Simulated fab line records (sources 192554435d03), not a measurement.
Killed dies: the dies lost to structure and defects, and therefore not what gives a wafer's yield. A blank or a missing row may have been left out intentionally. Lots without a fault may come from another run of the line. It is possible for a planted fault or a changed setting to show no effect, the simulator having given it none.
Matching of chambers || flow n5_finfet || N5_BEOL_M1_ETCH_69 on rie_diel-05 has 4 sister chambers
The step etches SiARC in CF4, target depth 15.6 nm, time 26 s. 22 wafers are shown with their chamber, then 11 later ones without.

WAFERS PAIRED WITH THEIR CHAMBERS
{"wafer": "L074.2", "chamber": 1, "drypump_motor_current_A (A)": 5.3, "showerhead_plenum_p_Torr (Torr)": 2.27, "throttle_valve_pct (%)": 15.31}
{"wafer": "L074.3", "chamber": 0, "drypump_motor_current_A (A)": 6.3, "showerhead_plenum_p_Torr (Torr)": 2.10, "throttle_valve_pct (%)": 15.72}
{"wafer": "L074.4", "chamber": 2, "drypump_motor_current_A (A)": 5.4, "showerhead_plenum_p_Torr (Torr)": 2.26, "throttle_valve_pct (%)": 15.41}
{"wafer": "L075.1", "chamber": 1, "drypump_motor_current_A (A)": 5.3, "showerhead_plenum_p_Torr (Torr)": 2.27, "throttle_valve_pct (%)": 15.33}
{"wafer": "L075.2", "chamber": 2, "drypump_motor_current_A (A)": 5.4, "showerhead_plenum_p_Torr (Torr)": 2.25, "throttle_valve_pct (%)": 15.39}
{"wafer": "L075.5", "chamber": 0, "drypump_motor_current_A (A)": 6.3, "showerhead_plenum_p_Torr (Torr)": 2.10, "throttle_valve_pct (%)": 15.70}
{"wafer": "L077.3", "chamber": 0, "drypump_motor_current_A (A)": 6.3, "showerhead_plenum_p_Torr (Torr)": 2.10, "throttle_valve_pct (%)": 15.72}
{"wafer": "L077.5", "chamber": 1, "drypump_motor_current_A (A)": 5.3, "showerhead_plenum_p_Torr (Torr)": 2.26, "throttle_valve_pct (%)": 15.33}
{"wafer": "L077.6", "chamber": 0, "drypump_motor_current_A (A)": 6.3, "showerhead_plenum_p_Torr (Torr)": 2.09, "throttle_valve_pct (%)": 15.71}
{"wafer": "L078.1", "chamber": 2, "drypump_motor_current_A (A)": 5.5, "showerhead_plenum_p_Torr (Torr)": 2.25, "throttle_valve_pct (%)": 15.42}
{"wafer": "L078.4", "chamber": 3, "drypump_motor_current_A (A)": 5.3, "showerhead_plenum_p_Torr (Torr)": 2.12, "throttle_valve_pct (%)": 15.59}
{"wafer": "L078.5", "chamber": 2, "drypump_motor_current_A (A)": 5.4, "showerhead_plenum_p_Torr (Torr)": 2.25, "throttle_valve_pct (%)": 15.41}
{"wafer": "L080.2", "chamber": 0, "drypump_motor_current_A (A)": 6.3, "showerhead_plenum_p_Torr (Torr)": 2.09, "throttle_valve_pct (%)": 15.74}
{"wafer": "L080.5", "chamber": 2, "drypump_motor_current_A (A)": 5.5, "showerhead_plenum_p_Torr (Torr)": 2.25, "throttle_valve_pct (%)": 15.44}
{"wafer": "L080.6", "chamber": 1, "drypump_motor_current_A (A)": 5.3, "showerhead_plenum_p_Torr (Torr)": 2.26, "throttle_valve_pct (%)": 15.34}
{"wafer": "L083.2", "chamber": 0, "drypump_motor_current_A (A)": 6.3, "showerhead_plenum_p_Torr (Torr)": 2.09, "throttle_valve_pct (%)": 15.75}
{"wafer": "L083.5", "chamber": 3, "drypump_motor_current_A (A)": 5.3, "showerhead_plenum_p_Torr (Torr)": 2.12, "throttle_valve_pct (%)": 15.61}
{"wafer": "L083.6", "chamber": 0, "drypump_motor_current_A (A)": 6.3, "showerhead_plenum_p_Torr (Torr)": 2.09, "throttle_valve_pct (%)": 15.74}
{"wafer": "L089.1", "chamber": 2, "drypump_motor_current_A (A)": 5.4, "showerhead_plenum_p_Torr (Torr)": 2.24, "throttle_valve_pct (%)": 15.47}
{"wafer": "L089.2", "chamber": 3, "drypump_motor_current_A (A)": 5.3, "showerhead_plenum_p_Torr (Torr)": 2.12, "throttle_valve_pct (%)": 15.63}
{"wafer": "L089.4", "chamber": 0, "drypump_motor_current_A (A)": 6.3, "showerhead_plenum_p_Torr (Torr)": 2.09, "throttle_valve_pct (%)": 15.75}
{"wafer": "L090.1", "chamber": 0, "drypump_motor_current_A (A)": 6.3, "showerhead_plenum_p_Torr (Torr)": 2.09, "throttle_valve_pct (%)": 15.77}

SIGNATURES (averages over the wafers above)
{"reading": "drypump_motor_current_A", "chamber 0": 6.300, "chamber 1": 5.300, "chamber 2": 5.433, "chamber 3": 5.300, "scatter within a chamber": 0.0272}
{"reading": "showerhead_plenum_p_Torr", "chamber 0": 2.0933, "chamber 1": 2.2650, "chamber 2": 2.2500, "chamber 3": 2.1200, "scatter within a chamber": 0.00527}
{"reading": "throttle_valve_pct", "chamber 0": 15.7333, "chamber 1": 15.3275, "chamber 2": 15.4233, "chamber 3": 15.6100, "scatter within a chamber": 0.0226}
Rule: for a wafer and a chamber, the distance is found by dividing, reading by reading, the gap between the wafer's reading and the chamber's mean by the reading's scatter, squaring, summing and taking the root. If the next closest chamber is less than 2 further off than the closest, the wafer can't be placed; otherwise it belongs to the closest. The scatter is the square root of a quotient: the sum, over the shown wafers, of each reading's squared deviation from its chamber's mean, divided by wafers minus chambers.

WAFERS WITH NO CHAMBER GIVEN
{"wafer": "L090.2", "drypump_motor_current_A (A)": 5.4, "showerhead_plenum_p_Torr (Torr)": 2.24, "throttle_valve_pct (%)": 15.46}
{"wafer": "L090.3", "drypump_motor_current_A (A)": 5.3, "showerhead_plenum_p_Torr (Torr)": 2.12, "throttle_valve_pct (%)": 15.62}
{"wafer": "L092.4", "drypump_motor_current_A (A)": 5.3, "showerhead_plenum_p_Torr (Torr)": 2.11, "throttle_valve_pct (%)": 15.65}
{"wafer": "L092.5", "drypump_motor_current_A (A)": 5.3, "showerhead_plenum_p_Torr (Torr)": 2.25, "throttle_valve_pct (%)": 15.39}
{"wafer": "L092.6", "drypump_motor_current_A (A)": 5.4, "showerhead_plenum_p_Torr (Torr)": 2.24, "throttle_valve_pct (%)": 15.46}
{"wafer": "L094.1", "drypump_motor_current_A (A)": 5.4, "showerhead_plenum_p_Torr (Torr)": 2.24, "throttle_valve_pct (%)": 15.48}
{"wafer": "L094.2", "drypump_motor_current_A (A)": 5.3, "showerhead_plenum_p_Torr (Torr)": 2.25, "throttle_valve_pct (%)": 15.40}
{"wafer": "L094.3", "drypump_motor_current_A (A)": 6.3, "showerhead_plenum_p_Torr (Torr)": 2.09, "throttle_valve_pct (%)": 15.78}
{"wafer": "L095.1", "drypump_motor_current_A (A)": 5.4, "showerhead_plenum_p_Torr (Torr)": 2.24, "throttle_valve_pct (%)": 15.49}
{"wafer": "L095.2", "drypump_motor_current_A (A)": 5.3, "showerhead_plenum_p_Torr (Torr)": 2.25, "throttle_valve_pct (%)": 15.40}
{"wafer": "L095.3", "drypump_motor_current_A (A)": 6.3, "showerhead_plenum_p_Torr (Torr)": 2.08, "throttle_valve_pct (%)": 15.79}

CHAMBER TAKEN BY EACH
{"wafer": "L090.2", "from the rows above": 2, "in truth": 2}
{"wafer": "L090.3", "from the rows above": 3, "in truth": 3}
{"wafer": "L092.4", "from the rows above": 3, "in truth": 3}
{"wafer": "L092.5", "from the rows above": "can't be placed: 1 or 2", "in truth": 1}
{"wafer": "L092.6", "from the rows above": 2, "in truth": 2}
{"wafer": "L094.1", "from the rows above": 2, "in truth": 2}
{"wafer": "L094.2", "from the rows above": "can't be placed: 1 or 2", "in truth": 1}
{"wafer": "L094.3", "from the rows above": 0, "in truth": 0}
{"wafer": "L095.1", "from the rows above": 2, "in truth": 2}
{"wafer": "L095.2", "from the rows above": "can't be placed: 1 or 2", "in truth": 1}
{"wafer": "L095.3", "from the rows above": 0, "in truth": 0}
Placed correctly: 8 of 11. These rows do not allow placing 3 (true chamber among the candidates in 3). Wrongly placed: 0.
